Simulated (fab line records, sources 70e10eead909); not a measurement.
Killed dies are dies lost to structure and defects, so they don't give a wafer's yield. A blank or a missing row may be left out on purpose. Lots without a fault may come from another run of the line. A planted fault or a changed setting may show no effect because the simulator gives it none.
fab line records | flow nand_harc
record lots=5 wafers=15 last_day=21
route steps=1159 shown A_CONTACT@909
lots that met no fault: from a run of the same line without faults
start_h: hours from the record's first day to the start of the lot's first wafer shown | wait_h: hours since the lot's step before | " the same as in the row above | L1.1+2: a row that stands for several wafers | - no value, or no start given | * or withheld: withheld | < > ~ a bound
route shown NAME@n: a module of which the file shows steps, and the number in the route of the first | usual: mean/standard deviation of fault-free wafers | same: alike in all rows | chamber/n: place in a boat | sites: the reading at each site | _std_site: their standard deviation | _edge_site: outer sites' mean less inner sites' | radius_mm: how far each site lies from the wafer's centre | mask NAME#n: copy n | behind: the tool/chamber that last shaped the wafer | hold: why the lot was held/for how many hours/how that ended | device: the transistor (n, p or np) that didn't switch | end of line: the same wafers' tests at the end of the route | a step without rows: its recipe alone | killed: dies lost to structure and defects at the first sort, not the wafer's yield | map: a wafer's dies, x killed, . not, _ none there
set.NAME: the setting as run; set.NAME@STEP: as run at that earlier step | model.NAME: the simulator's own value behind a step, which no gauge read
lots at some steps of the route; a table a step, a row a wafer
services: from which hour (start_h, from the record's first day; less than 0 if before it) a tool's chamber was out of use, for how many hours, and why
## steps
# step NHARC_A_CONTACT_ETCH_129
# recipe source_w=withheld pressure_mtorr=20 bias_v=1200 time_s=155 target_depth_a=9560 ar_flow_sccm=withheld c4f8_flow_sccm=withheld o2_flow_sccm=withheld chemistry=C4F8/O2/Ar
# columns lot.wafer tool chamber start_h wait_h rf_hours_counter_h
L074.3 har_cap_etch-01 1 390.79 0.1 -
L074.5 " 0 " " -
L074.6 " 1 " " -
L081.2 har_cap_etch-03 0 417.67 0.1 92
L081.3 " 1 " " -
L081.6 " 0 " " -
L083.1 har_cap_etch-02 0 418.08 0.1 18
L083.2 " 1 " " 18
L083.6 " 0 " " -
L085.1 har_cap_etch-01 0 434.89 0.2 72
L085.3 " 0 " " -
L085.5 " 0 " " -
L087.1 har_cap_etch-01 1 446.21 0.2 74
L087.4 " 0 " " -
L087.3 " 1 " " -
# step NHARC_A_CONTACT_ETCH_130
# recipe source_w=withheld pressure_mtorr=20 bias_v=1200 time_s=155 target_depth_a=9560 ar_flow_sccm=withheld c4f8_flow_sccm=withheld o2_flow_sccm=withheld chemistry=C4F8/O2/Ar
# columns lot.wafer tool chamber start_h wait_h rf_hours_counter_h
L074.3 har_cap_etch-01 1 390.93 0.1 -
L074.5 " 0 " " -
L074.6 " 1 " " -
L081.2 har_cap_etch-03 0 417.82 0.1 92
L081.3 " 1 " " -
L081.6 " 0 " " -
L083.1 har_cap_etch-02 0 418.23 0.1 18
L083.2 " 1 " " 18
L083.6 " 0 " " -
L085.1 har_cap_etch-01 0 435.08 0.2 72
L085.3 " 0 " " -
L085.5 " 0 " " -
L087.1 har_cap_etch-01 1 446.40 0.2 74
L087.4 " 0 " " -
L087.3 " 1 " " -
# step NHARC_A_CONTACT_ETCH_131
# recipe source_w=withheld pressure_mtorr=20 bias_v=1200 time_s=155 target_depth_a=9560 ar_flow_sccm=withheld c4f8_flow_sccm=withheld o2_flow_sccm=withheld chemistry=C4F8/O2/Ar
# columns lot.wafer tool chamber start_h wait_h rf_hours_counter_h
L074.3 har_cap_etch-01 1 391.08 0.1 -
L074.5 " 0 " " -
L074.6 " 1 " " -
L081.2 har_cap_etch-03 0 417.96 0.1 93
L081.3 " 1 " " -
L081.6 " 0 " " -
L083.1 har_cap_etch-02 0 418.37 0.1 18
L083.2 " 1 " " 18
L083.6 " 0 " " -
L085.1 har_cap_etch-01 0 435.27 0.2 72
L085.3 " 0 " " -
L085.5 " 0 " " -
L087.1 har_cap_etch-01 1 446.59 0.2 75
L087.4 " 0 " " -
L087.3 " 1 " " -
# step NHARC_A_CONTACT_ETCH_132
# recipe source_w=withheld pressure_mtorr=20 bias_v=1200 time_s=156 target_depth_a=9580 ar_flow_sccm=withheld c4f8_flow_sccm=withheld o2_flow_sccm=withheld chemistry=C4F8/O2/Ar
# columns lot.wafer tool chamber start_h wait_h rf_hours_counter_h
L074.3 har_cap_etch-01 1 391.22 0.1 -
L074.5 " 0 " " -
L074.6 " 1 " " -
L081.2 har_cap_etch-03 0 418.10 0.1 93
L081.3 " 1 " " -
L081.6 " 0 " " -
L083.1 har_cap_etch-02 0 418.51 0.1 18
L083.2 " 1 " " 18
L083.6 " 0 " " -
L085.1 har_cap_etch-01 0 435.46 0.2 72
L085.3 " 0 " " -
L085.5 " 0 " " -
L087.1 har_cap_etch-01 1 446.77 0.2 75
L087.4 " 0 " " -
L087.3 " 1 " " -
# step NHARC_A_CONTACT_ETCH_133
# recipe source_w=withheld pressure_mtorr=20 bias_v=400 time_s=195 target_depth_a=8400 ar_flow_sccm=withheld c4f8_flow_sccm=11.5 o2_flow_sccm=7.2 chemistry=C4F8/O2/Ar
# columns lot.wafer tool chamber start_h wait_h rf_hours_counter_h
L074.3 har_cap_etch-01 1 391.43 0.2 -
L074.5 " 0 " " -
L074.6 " 1 " " -
L081.2 har_cap_etch-03 0 418.27 0.1 93
L081.3 " 1 " " -
L081.6 " 0 " " -
L083.1 har_cap_etch-02 0 418.65 0.1 18
L083.2 " 1 " " 18
L083.6 " 0 " " -
L085.1 har_cap_etch-01 0 435.66 0.2 72
L085.3 " 0 " " -
L085.5 " 0 " " -
L087.1 har_cap_etch-01 1 447.00 0.2 75
L087.4 " 0 " " -
L087.3 " 1 " " -
# step NHARC_A_CONTACT_ETCH_91
# recipe target_depth_a=400 over_etch_frac=0.5 time_s=85.7 ion_energy_ev=120 ch3f_flow_sccm=50 o2_flow_sccm=30 ar_flow_sccm=200 rf_w=500 bias_w=100 chemistry=CH3F/O2
# usual drypump_motor_current_A=5.6/0.38 oes_product_au=0.95/0.033 rf_vpp_V=244.4/1.8 showerhead_plenum_p_Torr=2.47/0.11 throttle_valve_pct=20.664/0.0087
# columns lot.wafer tool chamber start_h wait_h drypump_motor_current_A oes_product_au rf_hours_counter_h rf_vpp_V showerhead_plenum_p_Torr throttle_valve_pct
L074.3 rie_diel-06 3 391.86 0.4 6.1 0.93 50 245.5 2.48 20.666
L074.5 " 3 " " 6.1 0.93 - 243.7 2.48 20.662
L074.6 " 0 " " 5.6 0.93 - 242.4 2.28 20.664
L081.3 rie_diel-06 0 418.78 0.4 5.6 0.92 50 240.6 2.28 20.645
L081.2 " 2 " " 5.0 0.93 69 244.6 2.49 20.672
L081.6 " 0 " " 5.6 0.93 - 242.5 2.28 20.667
L083.2 rie_diel-06 1 419.23 0.5 6.0 0.92 71 242.5 2.36 20.672
L083.1 " 2 " " 5.0 0.92 69 244.2 2.49 20.674
L083.6 " 1 " " 6.0 0.93 - 244.3 2.36 20.656
L085.3 rie_diel-11 1 436.32 0.5 5.7 1.00 14 244.9 2.54 20.663
L085.1 " 2 " " 5.4 1.00 15 244.4 2.55 20.672
L085.5 " 1 " " 5.7 1.01 - 245.8 2.54 20.672
L087.4 rie_diel-11 3 447.59 0.5 5.6 0.93 17 245.9 2.61 20.674
L087.1 " 1 " " 5.7 0.94 18 245.9 2.54 20.660
L087.3 " 2 " " 5.4 0.93 17 246.5 2.54 20.673
# step NHARC_A_CONTACT_ETCH_97
# recipe target_depth_a=200 over_etch_frac=0.5 time_s=10 ion_energy_ev=250 c4f6_flow_sccm=25 o2_flow_sccm=20 ar_flow_sccm=500 rf_w=600 bias_w=500 chemistry=C4F6/O2
# usual drypump_motor_current_A=5.6/0.39 oes_product_au=0.966/0.023 rf_vpp_V=547/3.4 showerhead_plenum_p_Torr=3.95/0.16 throttle_valve_pct=26.904/0.0093
# columns lot.wafer tool chamber start_h wait_h drypump_motor_current_A oes_product_au rf_hours_counter_h rf_vpp_V showerhead_plenum_p_Torr throttle_valve_pct
L074.3 rie_diel-06 3 - - 6.1 0.964 50 547 3.95 26.898
L074.5 " 3 " " 6.1 0.962 - 547 3.95 26.895
L074.6 " 0 " " 5.6 0.958 - 541 3.66 26.899
L081.3 rie_diel-06 3 - - 6.1 0.937 63 548 3.94 26.891
L081.2 " 1 " " 6.1 0.934 71 544 3.78 26.907
L081.6 " 0 " " 5.6 0.957 - 542 3.65 26.890
L083.1 rie_diel-06 2 - - 5.0 0.957 69 548 3.98 26.911
L083.2 " 3 " " 6.1 0.966 63 546 3.94 26.907
L083.6 " 2 " " 5.0 0.949 - 548 3.98 26.905
L085.1 rie_diel-11 1 - - 5.7 1.003 15 551 4.05 26.923
L085.3 " 0 " " 5.2 1.004 15 541 3.70 26.902
L085.5 " 1 " " 5.8 1.002 - 550 4.05 26.904
L087.3 rie_diel-11 2 - - 5.4 0.944 17 548 4.05 26.908
L087.1 " 3 " " 5.6 0.953 17 551 4.15 26.876
L087.4 " 0 " " 5.1 0.961 17 543 3.70 26.912
# step NHARC_A_CONTACT_CD_MEAS_80
# usual cd_nm=189.4/0.77
# columns lot.wafer tool chamber start_h wait_h cd_nm
L074.3 cd_sem-02 - 392.19 - 189.6
L074.5 " - " " 189.2
L074.6 " - " " 188.5
L081.2 cd_sem-02 - 419.00 - 189.7
L081.3 " - " " 190.4
L081.6 " - " " 190.1
L083.1 cd_sem-03 - 419.44 - 190.3
L083.2 " - " " 190.2
L083.6 " - " " 189.6
L085.1 cd_sem-01 - 436.93 - 188.8
L085.3 " - " " 188.7
L085.5 " - " " 188.6
L087.1 cd_sem-01 - 447.86 - 189.3
L087.3 " - " " 189.1
L087.4 " - " " 190.4
# step NHARC_A_CONTACT_STRIP_103
# recipe n2_flow_sccm=150 h2_flow_sccm=150 ar_flow_sccm=0 bias_w=0 chemistry=N2/H2
# columns lot.wafer tool chamber start_h wait_h
L074.3+5+6 rie_diel-06 2,0,1 392.28 0.1
L081.3+2+6 rie_diel-06 3,0,3 419.07 0.1
L083.1+2+6 rie_diel-09 1,2,2 419.51 0.1
L085.3+1+5 rie_diel-11 1,2,0 437.07 0.1
L087.4+1+3 rie_diel-11 3,0,1 447.95 0.1
# step NHARC_A_CONTACT_STRIP_104
# recipe cf4_flow_sccm=100 chf3_flow_sccm=30 ar_flow_sccm=0 bias_w=0 chemistry=CF4/CHF3
# columns lot.wafer tool chamber start_h wait_h
L074.3+5+6 rie_diel-06 3,0,1 392.36 0.1
L081.3+2+6 rie_diel-06 1,2,1 419.17 0.1
L083.2+1+6 rie_diel-09 2,0,2 419.61 0.1
L085.3+1+5 rie_diel-11 1,3,1 437.16 0.1
L087.4+3+1 rie_diel-11 2,3,1 448.07 0.1
# step NHARC_A_CONTACT_STRIP_105
# recipe o2_flow_sccm=400 cos_flow_sccm=20 ar_flow_sccm=0 bias_w=0 chemistry=O2/COS
# columns lot.wafer tool chamber start_h wait_h
L074.3+6+5 rie_diel-06 3,3,0 392.90 0.5
L081.3+2+6 rie_diel-06 3,0,3 419.30 0.1
L083.2+1+6 rie_diel-09 0,3,1 419.67 0.1
L085.3+1+5 rie_diel-11 1,2,3 437.24 0.1
L087.1+3+4 rie_diel-11 0,1,2 448.14 0.1
# step NHARC_A_CONTACT_ETCH_106
# recipe target_depth_a=600 overetch_a=60 time_s=33 ion_energy_ev=100 cf4_flow_sccm=80 o2_flow_sccm=20 ar_flow_sccm=0 rf_w=300 bias_w=100 chemistry=CF4/O2
# usual drypump_motor_current_A=5.6/0.44 oes_product_au=0.999/0.0081 rf_vpp_V=198.1/1.3 showerhead_plenum_p_Torr=1.35/0.05 throttle_valve_pct=13.397/0.0089
# columns lot.wafer tool chamber start_h wait_h drypump_motor_current_A oes_product_au rf_hours_counter_h rf_vpp_V showerhead_plenum_p_Torr throttle_valve_pct
L074.3 rie_diel-06 0 392.97 0.1 5.6 0.993 39 196.7 1.24 13.410
L074.5 " 2 " " 5.0 1.013 - 198.8 1.36 13.398
L074.6 " 3 " " 6.0 1.003 - 198.6 1.35 13.401
L081.3 rie_diel-06 3 419.37 0.1 6.1 1.000 63 199.0 1.34 13.397
L081.2 " 0 " " 5.7 0.989 50 196.0 1.24 13.404
L081.6 " 2 " " 5.0 1.000 - 198.0 1.35 13.406
L083.2 rie_diel-09 2 419.73 0.1 6.2 1.015 55 198.2 1.35 13.400
L083.1 " 0 " " 4.8 1.012 62 197.0 1.32 13.396
L083.6 " 2 " " 6.2 1.007 - 199.3 1.35 13.411
L085.1 rie_diel-11 2 437.68 0.4 5.4 0.991 16 197.0 1.38 13.393
L085.3 " 0 " " 5.1 1.006 15 197.4 1.25 13.396
L085.5 " 2 " " 5.4 0.997 - 198.9 1.38 13.395
L087.3 rie_diel-11 0 448.20 0.1 5.1 0.997 17 196.5 1.25 13.390
L087.4 " 1 " " 5.7 1.003 18 198.0 1.38 13.394
L087.1 " 2 " " 5.4 0.995 17 198.6 1.38 13.400
# step NHARC_A_CONTACT_STRIP_82
# recipe o2_flow_sccm=500 ar_flow_sccm=0 bias_w=0 chemistry=O2
# usual drypump_motor_current_A=5.6/0.42 oes_product_au=0.999/0.009 rf_vpp_V=57.9/0.92 showerhead_plenum_p_Torr=3.57/0.13 throttle_valve_pct=17.036/0.0088
# columns lot.wafer tool chamber start_h wait_h drypump_motor_current_A oes_product_au rf_hours_counter_h rf_vpp_V showerhead_plenum_p_Torr throttle_valve_pct
L074.3 rie_diel-06 3 - - 6.1 1.001 51 58.6 3.55 17.049
L074.5 " 2 " " 5.0 1.018 - 58.4 3.58 17.029
L074.6 " 3 " " 6.1 1.005 - 57.4 3.55 17.035
L081.3 rie_diel-06 1 - - 6.1 0.992 71 58.2 3.40 17.047
L081.2 " 2 " " 5.0 1.007 69 59.0 3.58 17.037
L081.6 " 0 " " 5.7 0.996 - 57.8 3.28 17.037
L083.2 rie_diel-09 3 - - 6.4 0.992 56 59.0 3.56 17.052
L083.1 " 0 " " 4.8 1.003 62 57.7 3.48 17.024
L083.6 " 2 " " 6.2 1.008 - 56.6 3.57 17.034
L085.3 rie_diel-11 2 - - 5.4 0.986 16 58.4 3.65 17.036
L085.1 " 3 " " 5.6 1.000 15 58.5 3.74 17.031
L085.5 " 3 " " 5.6 0.989 - 59.1 3.74 17.047
L087.3 rie_diel-11 2 - - 5.4 0.998 17 58.8 3.65 17.033
L087.4 " 3 " " 5.6 1.005 17 57.6 3.73 17.046
L087.1 " 0 " " 5.1 1.007 17 57.6 3.32 17.038
# step NHARC_A_CONTACT_STRIP_83
# recipe time_s=600 temp_c=30 chemistry=post_etch_residue_remover
# columns lot.wafer tool chamber start_h wait_h
L074.3+6+5 wet_bench-02 5,6,2 393.35 -
L081.6+3+2 wet_bench-01 1,2,5 419.76 -
L083.6+1+2 wet_bench-02 2,4,6 420.11 -
L085.3+1+5 wet_bench-01 2,3,7 438.05 -
L087.3+1+4 wet_bench-02 0,1,3 448.59 -
# step NHARC_A_CONTACT_DEP_84
# recipe target_thk_a=20000 temp_c=400 material=aC
# usual throttle_valve_pct=35.001/0.0083
# columns lot.wafer tool chamber start_h wait_h throttle_valve_pct
L074.3 acl_dep-01 0 394.03 - 34.997
L074.5 " 0 " " 34.983
L074.6 " 0 " " 35.004
L081.2 acl_dep-02 0 420.42 - 34.996
L081.3 " 0 " " 35.001
L081.6 " 0 " " 34.994
L083.1 acl_dep-03 0 420.57 - 34.999
L083.2 " 0 " " 35.009
L083.6 " 0 " " 34.996
L085.1 acl_dep-03 0 438.37 - 35.009
L085.3 " 0 " " 34.995
L085.5 " 0 " " 34.988
L087.1 acl_dep-02 0 450.19 - 34.996
L087.3 " 0 " " 34.995
L087.4 " 0 " " 35.003
# step NHARC_A_CONTACT_DEP_85
# recipe target_thk_a=500 target_thk_nm=50 temp_c=400 pressure_torr=3.5 flow_sccm=200 rf_w=350 material=SiON
# usual heater_power_outer_w=452/56 heater_power_w=742/76
# columns lot.wafer tool chamber start_h wait_h heater_power_outer_w heater_power_w
L074.3 pecvd-01 0 394.94 0.7 454 755
L074.6 " 2 " " 400 727
L074.5 " 0 " " 451 730
L081.3 pecvd-03 0 422.12 1.3 465 760
L081.2 " 2 " " 587 920
L081.6 " 0 " " 444 755
L083.1 pecvd-02 1 422.56 1.8 522 710
L083.2 " 0 " " 396 673
L083.6 " 1 " " 509 696
L085.1 pecvd-02 1 439.64 1.1 472 660
L085.3 " 2 " " 412 718
L085.5 " 2 " " 414 727
L087.3 pecvd-02 0 451.44 0.6 417 690
L087.1 " 1 " " 538 742
L087.4 " 2 " " 342 628
# step NHARC_A_CONTACT_DEHYDRATE_00
# recipe temp_c=150 time_s=120
# columns lot.wafer tool chamber start_h wait_h
L074.3+5+6 litho_track-06 0 395.15 0.2
L081.2+3+6 litho_track-01 0 422.39 0.2
L083.1+2+6 litho_track-06 0 422.83 0.2
L085.1+3+5 litho_track-04 0 439.91 0.2
L087.1+3+4 litho_track-06 0 451.71 0.2
# step NHARC_A_CONTACT_HMDS_01
# recipe time_s=30
# columns lot.wafer tool chamber start_h wait_h
L074.3+5+6 litho_track-06 0 - -
L081.2+3+6 litho_track-01 0 - -
L083.1+2+6 litho_track-06 0 - -
L085.1+3+5 litho_track-04 0 - -
L087.1+3+4 litho_track-06 0 - -
# step NHARC_A_CONTACT_COAT_86
# recipe temp_c=260 time_s=75
# columns lot.wafer tool chamber start_h wait_h
L074.3+5+6 litho_track-06 0 - -
L081.2+3+6 litho_track-01 0 - -
L083.1+2+6 litho_track-06 0 - -
L085.1+3+5 litho_track-04 0 - -
L087.1+3+4 litho_track-06 0 - -
# step NHARC_A_CONTACT_COAT_87
# recipe temp_c=225 time_s=65
# columns lot.wafer tool chamber start_h wait_h
L074.3+5+6 litho_track-06 0 - -
L081.2+3+6 litho_track-01 0 - -
L083.1+2+6 litho_track-06 0 - -
L085.1+3+5 litho_track-04 0 - -
L087.1+3+4 litho_track-06 0 - -
# step NHARC_A_CONTACT_COAT_02
# recipe spin_rpm=1500 resist_thk_nm=90
# columns lot.wafer tool chamber start_h wait_h
L074.3+5+6 litho_track-06 0 - -
L081.2+3+6 litho_track-01 0 - -
L083.1+2+6 litho_track-06 0 - -
L085.1+3+5 litho_track-04 0 - -
L087.1+3+4 litho_track-06 0 - -
# step NHARC_A_CONTACT_SOFTBAKE_03
# recipe temp_c=105 time_s=55
# columns lot.wafer tool chamber start_h wait_h
L074.3+5+6 litho_track-06 0 - -
L081.2+3+6 litho_track-01 0 - -
L083.1+2+6 litho_track-06 0 - -
L085.1+3+5 litho_track-04 0 - -
L087.1+3+4 litho_track-06 0 - -
# step NHARC_A_CONTACT_EBR_04
# columns lot.wafer tool chamber start_h wait_h
L074.3+5+6 litho_track-06 0 - -
L081.2+3+6 litho_track-01 0 - -
L083.1+2+6 litho_track-06 0 - -
L085.1+3+5 litho_track-04 0 - -
L087.1+3+4 litho_track-06 0 - -
# step NHARC_A_CONTACT_EXPOSE_05
# recipe na=1.35 sigma_outer=0.8 dose_mj=84.24 mask_id=A_CC
# columns lot.wafer tool chamber start_h wait_h mask
L074.3+5+6 arfi_scanner-01 0 395.47 - A_CC#0
L081.2+3+6 arfi_scanner-03 0 422.71 - A_CC#0
L083.1+2+6 arfi_scanner-01 0 423.14 - A_CC#0
L085.1+3+5 arfi_scanner-03 0 440.22 - A_CC#0
L087.1+3+4 arfi_scanner-02 0 451.89 - A_CC#0
# step NHARC_A_CONTACT_PEB_06
# recipe peb_temp_c=100 peb_time_s=65
# columns lot.wafer tool chamber start_h wait_h
L074.3+5+6 litho_track-04 0 395.52 0.0
L081.2+3+6 litho_track-04 0 422.77 0.1
L083.1+2+6 litho_track-04 0 423.20 0.1
L085.1+3+5 litho_track-06 0 440.29 0.1
L087.1+3+4 litho_track-04 0 451.95 0.1
# step NHARC_A_CONTACT_DEVELOP_07
# recipe develop_time_s=35 dev_temp_c=23
# columns lot.wafer tool chamber start_h wait_h
L074.3+5+6 litho_track-04 0 - -
L081.2+3+6 litho_track-04 0 - -
L083.1+2+6 litho_track-04 0 - -
L085.1+3+5 litho_track-06 0 - -
L087.1+3+4 litho_track-04 0 - -
# step NHARC_A_CONTACT_CD_MEAS_08
# recipe target_cd_nm=100 landing_energy_ev=500
# usual cd_nm=100.0/0.5
# columns lot.wafer tool chamber start_h wait_h cd_nm
L074.3 cd_sem-03 0 395.61 - 99.8
L074.5 " 0 " " 100.2
L074.6 " 0 " " 100.1
L081.2 cd_sem-03 0 422.85 - 99.6
L081.3 " 0 " " 98.9
L081.6 " 0 " " 99.1
L083.1 cd_sem-03 0 423.28 - 100.5
L083.2 " 0 " " 100.6
L083.6 " 0 " " 100.7
L085.1 cd_sem-03 0 440.37 - 99.4
L085.3 " 0 " " 99.5
L085.5 " 0 " " 99.6
L087.1 cd_sem-01 0 452.03 - 99.9
L087.3 " 0 " " 101.0
L087.4 " 0 " " 100.6
# step NHARC_A_CONTACT_OVL_MEAS_09
# usual overlay_x_nm=-0.2/0.75 overlay_y_nm=0.2/0.84
# columns lot.wafer tool chamber start_h wait_h overlay_x_nm overlay_y_nm
L074.3 overlay-02 - 395.69 - 0.2 0.7
L074.5 " - " " 0.3 0.7
L074.6 " - " " 0.4 1.2
L081.2 overlay-01 - 422.94 - -0.9 1.3
L081.3 " - " " -1.1 1.4
L081.6 " - " " -1.0 1.1
L083.1 overlay-02 - 423.38 - -0.2 1.7
L083.2 " - " " -0.2 1.7
L083.6 " - " " -0.3 1.6
L085.1 overlay-01 - 440.47 - -0.6 0.6
L085.3 " - " " -0.1 0.4
L085.5 " - " " -0.2 0.3
L087.1 overlay-02 - 452.12 - 0.0 0.5
L087.3 " - " " 0.0 0.8
L087.4 " - " " 0.4 0.6
# step NHARC_A_CONTACT_INSPECT_10
# usual raw_defect_count=27/14
# columns lot.wafer tool chamber start_h wait_h raw_defect_count
L074.3 defect_inspect-01 - 395.73 0.0 20
L074.5 " - " " 26
L074.6 " - " " 26
L081.2 defect_inspect-02 - 422.97 0.0 37
L081.3 " - " " 32
L081.6 " - " " 26
L083.1 defect_inspect-02 - 423.42 0.0 17
L083.2 " - " " 15
L083.6 " - " " 23
L085.1 defect_inspect-01 - 440.52 0.1 14
L085.3 " - " " 18
L085.5 " - " " 15
L087.1 defect_inspect-02 - 452.16 0.0 49
L087.3 " - " " 47
L087.4 " - " " 50
# step NHARC_A_CONTACT_DESCUM_13
# recipe time_s=3 o2_flow_sccm=200 ar_flow_sccm=0 bias_power_w=0 chemistry=O2
# usual drypump_motor_current_A=5.6/0.44 oes_product_au=0.997/0.0079 rf_vpp_V=58.0/0.87 showerhead_plenum_p_Torr=1.94/0.071 throttle_valve_pct=11.311/0.0098
# columns lot.wafer tool chamber start_h wait_h drypump_motor_current_A oes_product_au rf_hours_counter_h rf_vpp_V showerhead_plenum_p_Torr throttle_valve_pct
L074.3 rie_diel-11 3 395.98 0.2 5.5 0.999 6 59.4 2.04 11.295
L074.5 " 2 " " 5.4 0.984 - 57.9 1.99 11.312
L074.6 " 3 " " 5.5 0.989 - 58.5 2.04 11.313
L081.3 rie_diel-11 3 423.04 0.1 5.6 1.002 12 57.7 2.04 11.320
L081.2 " 0 " " 5.1 0.998 11 57.9 1.79 11.309
L081.6 " 3 " " 5.6 0.991 - 58.9 2.04 11.322
L083.2 rie_diel-11 2 423.48 0.1 5.4 0.992 12 58.9 1.98 11.308
L083.1 " 0 " " 5.1 0.996 11 57.7 1.79 11.322
L083.6 " 3 " " 5.6 1.003 - 56.9 2.04 11.303
L085.3 rie_diel-09 3 440.59 0.1 6.4 0.992 0 58.7 1.93 11.303
L085.1 " 0 " " 4.8 0.999 0 58.1 1.89 11.315
L085.5 " 3 " " 6.4 0.986 - 58.1 1.93 11.305
L087.3 rie_diel-06 1 452.22 0.1 6.0 0.983 14 58.1 1.83 11.311
L087.4 " 3 " " 6.0 0.993 11 58.2 1.92 11.300
L087.1 " 0 " " 5.6 0.995 12 58.0 2.07 11.310
# step NHARC_A_CONTACT_ETCH_88
# recipe target_depth_a=390 over_etch_frac=0.3 time_s=65 ion_energy_ev=80 cf4_flow_sccm=150 ar_flow_sccm=0 rf_w=300 bias_w=100 chemistry=CF4
# usual drypump_motor_current_A=5.6/0.45 oes_product_au=0.998/0.0082 rf_vpp_V=151.4/1.2 showerhead_plenum_p_Torr=1.79/0.065 throttle_valve_pct=13.283/0.0095
# columns lot.wafer tool chamber start_h wait_h drypump_motor_current_A oes_product_au rf_hours_counter_h rf_vpp_V showerhead_plenum_p_Torr throttle_valve_pct
L074.3 rie_diel-11 2 396.14 0.2 5.4 0.981 6 152.1 1.83 13.282
L074.5 " 1 " " 5.7 1.003 - 152.0 1.83 13.297
L074.6 " 2 " " 5.4 0.990 - 154.5 1.83 13.267
L081.2 rie_diel-11 0 423.13 0.1 5.1 1.004 11 150.3 1.67 13.279
L081.3 " 2 " " 5.4 0.996 12 152.9 1.83 13.284
L081.6 " 0 " " 5.1 1.007 - 151.6 1.67 13.286
L083.2 rie_diel-11 1 423.59 0.1 5.7 0.998 11 152.2 1.83 13.287
L083.1 " 2 " " 5.4 0.988 12 151.0 1.83 13.284
L083.6 " 0 " " 5.1 0.998 - 149.4 1.67 13.275
L085.1 rie_diel-09 2 440.67 0.1 6.2 0.988 0 151.1 1.79 13.292
L085.3 " 0 " " 4.8 1.004 0 151.3 1.75 13.291
L085.5 " 3 " " 6.4 0.992 - 153.3 1.78 13.272
L087.3 rie_diel-06 2 452.30 0.1 5.0 1.003 13 152.4 1.79 13.293
L087.4 " 0 " " 5.6 0.991 12 152.6 1.91 13.288
L087.1 " 1 " " 6.0 0.980 14 150.4 1.70 13.281
# step NHARC_A_CONTACT_ETCH_89
# recipe target_depth_a=2600 over_etch_frac=0.3 time_s=475.3 ion_energy_ev=200 n2_flow_sccm=150 h2_flow_sccm=150 ar_flow_sccm=0 rf_w=400 bias_w=150 chemistry=N2/H2
# usual drypump_motor_current_A=5.6/0.44 oes_product_au=0.997/0.0087 rf_vpp_V=431.1/2.4 showerhead_plenum_p_Torr=2.06/0.083 throttle_valve_pct=14.170/0.0095
# columns lot.wafer tool chamber start_h wait_h drypump_motor_current_A oes_product_au rf_hours_counter_h rf_vpp_V showerhead_plenum_p_Torr throttle_valve_pct
L074.3 rie_diel-11 1 - - 5.7 0.998 5 433.7 2.12 14.170
L074.5 " 2 " " 5.4 0.981 - 432.6 2.12 14.169
L074.6 " 3 " " 5.6 0.999 - 435.4 2.18 14.168
L081.2 rie_diel-11 0 - - 5.1 1.000 11 427.6 1.91 14.157
L081.3 " 1 " " 5.7 0.998 11 432.4 2.12 14.169
L081.6 " 1 " " 5.7 0.994 - 433.2 2.12 14.176
L083.2 rie_diel-11 1 - - 5.7 0.998 12 433.0 2.12 14.162
L083.1 " 2 " " 5.4 0.997 12 432.3 2.12 14.165
L083.6 " 3 " " 5.6 0.989 - 434.4 2.17 14.169
L085.3 rie_diel-09 1 - - 5.8 0.996 0 432.5 2.06 14.172
L085.1 " 3 " " 6.4 0.993 0 431.3 2.06 14.164
L085.5 " 2 " " 6.2 1.000 - 430.4 2.07 14.162
L087.3 rie_diel-06 1 - - 6.1 0.979 14 427.5 1.95 14.177
L087.1 " 2 " " 5.0 0.998 13 430.7 2.07 14.171
L087.4 " 0 " " 5.6 0.986 12 434.2 2.21 14.182
# step NHARC_A_CONTACT_ETCH_30
# recipe target_depth_a=605 time_s=30.2 cf4_flow_sccm=100 chf3_flow_sccm=30 ar_flow_sccm=0 rf_w=500 bias_w=200 chemistry=CF4/CHF3
# usual drypump_motor_current_A=5.6/0.44 oes_product_au=0.933/0.019 rf_vpp_V=371.0/2.1 showerhead_plenum_p_Torr=1.58/0.06 throttle_valve_pct=16.802/0.0084
# columns lot.wafer tool chamber start_h wait_h drypump_motor_current_A oes_product_au rf_hours_counter_h rf_vpp_V showerhead_plenum_p_Torr throttle_valve_pct
L074.3 rie_diel-11 1 - - 5.7 0.935 5 373.3 1.63 16.808
L074.6 " 0 " " 5.1 0.936 - 366.4 1.48 16.805
L074.5 " 1 " " 5.7 0.937 - 372.5 1.63 16.815
L081.3 rie_diel-11 3 - - 5.6 0.926 12 373.4 1.67 16.803
L081.2 " 0 " " 5.1 0.918 11 366.8 1.48 16.804
L081.6 " 2 " " 5.4 0.923 - 373.5 1.63 16.810
L083.1 rie_diel-11 0 - - 5.1 0.924 12 366.6 1.48 16.795
L083.2 " 3 " " 5.6 0.924 12 375.1 1.67 16.806
L083.6 " 1 " " 5.7 0.941 - 372.3 1.63 16.818
L085.1 rie_diel-09 0 - - 4.8 0.985 0 369.9 1.55 16.797
L085.3 " 2 " " 6.2 0.971 0 371.6 1.59 16.800
L085.5 " 1 " " 5.7 0.973 - 371.3 1.59 16.798
L087.3 rie_diel-06 0 - - 5.7 0.911 12 372.9 1.70 16.801
L087.1 " 1 " " 6.0 0.914 14 369.0 1.51 16.800
L087.4 " 2 " " 5.0 0.936 13 371.5 1.59 16.801
## services
# columns tool chamber start_h hours kind
arfi_scanner-02 - 367.54 1.9 repair
arfi_scanner-01 - 368.00 4.0 pm
rie_diel-06 2 374.46 8.7 repair
rie_diel-11 0 375.55 - clean
rie_diel-11 1 375.55 - clean
rie_diel-11 2 375.55 - clean
rie_diel-11 3 375.55 - clean
rie_diel-09 2 387.51 13.8 repair
wet_bench-01 - 389.60 8.0 pm
rie_diel-11 0 400.05 - clean
rie_diel-11 1 400.05 - clean
rie_diel-11 2 400.05 - clean
rie_diel-11 3 400.05 - clean
acl_dep-03 - 405.65 13.0 pm
rie_diel-09 0 410.33 6.5 repair
har_cap_etch-02 - 414.57 2.5 repair
pecvd-01 - 418.47 13.0 pm
rie_diel-06 - 419.60 9.0 pm
rie_diel-11 0 424.56 - clean
rie_diel-11 1 424.56 - clean
arfi_scanner-02 - 428.00 4.0 pm
rie_diel-09 - 431.16 9.0 pm
litho_track-01 - 443.00 7.0 pm
rie_diel-09 3 443.81 16.4 repair
## key
fault none
